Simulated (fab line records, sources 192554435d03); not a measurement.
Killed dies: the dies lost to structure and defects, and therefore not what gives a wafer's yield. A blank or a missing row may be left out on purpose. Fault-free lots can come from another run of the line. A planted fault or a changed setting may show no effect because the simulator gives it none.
The same fault as seen by 2 desks    flow n5-finfet    what lay behind the numbers comes last; until then each desk has only its own

FOR THE TOOL OWNER'S DESK: ald-sin-01
The tool's own readings at N5_SPACER0_ALD_07 (deposits SiNx, target thk 2 nm): means of the sampled wafers that have a number, for each lot that ran on this tool. The brackets show how far a lot's mean lies from the usual mean; more than 4 standard deviations puts the lot out of limits, marked OUT.
Columns: A = heater-power-outer-w at N5_SPACER0_ALD_07, usual 514 W; B = heater-power-w at N5_SPACER0_ALD_07, usual 836 W
lot   first seen here  A    B
L336  day 3 11:44      508  880
L339  day 4 06:17      508  883
L354  day 7 22:05      507  842
L357  day 8 17:56      495  809
Finding of this desk: none of the 4 lots has anything out of limits.

METROLOGY DESK
What the gauges read, lot by lot, whatever tool the lot ran on: means of the sampled wafers that have a number. The brackets show how far a lot's mean lies from the usual mean; more than 4 standard deviations puts the lot out of limits, marked OUT.
Columns: A = SDB_THK at N5_SDB_THK_MEAS_31, usual 64.4 nm
lot   first seen here  A
L336  day 4 10:08      65.1
L339  day 5 02:51      64.4
L346  day 7 01:28      66.2
L347  day 7 06:52      63.1
L348  day 7 08:57      63.5
L350  day 7 20:01      63.5
L351  day 8 02:47      65.7
L354  day 8 19:41      64.2
L356  day 9 09:47      64.8
L357  day 9 15:38      64.2
Finding of this desk: none of the 10 lots has anything out of limits.

BROUGHT TOGETHER
The desk of the tool owner found nothing out of limits.
Metrology desk: nothing out of limits seen.

WHAT THE SIMULATOR PUT IN
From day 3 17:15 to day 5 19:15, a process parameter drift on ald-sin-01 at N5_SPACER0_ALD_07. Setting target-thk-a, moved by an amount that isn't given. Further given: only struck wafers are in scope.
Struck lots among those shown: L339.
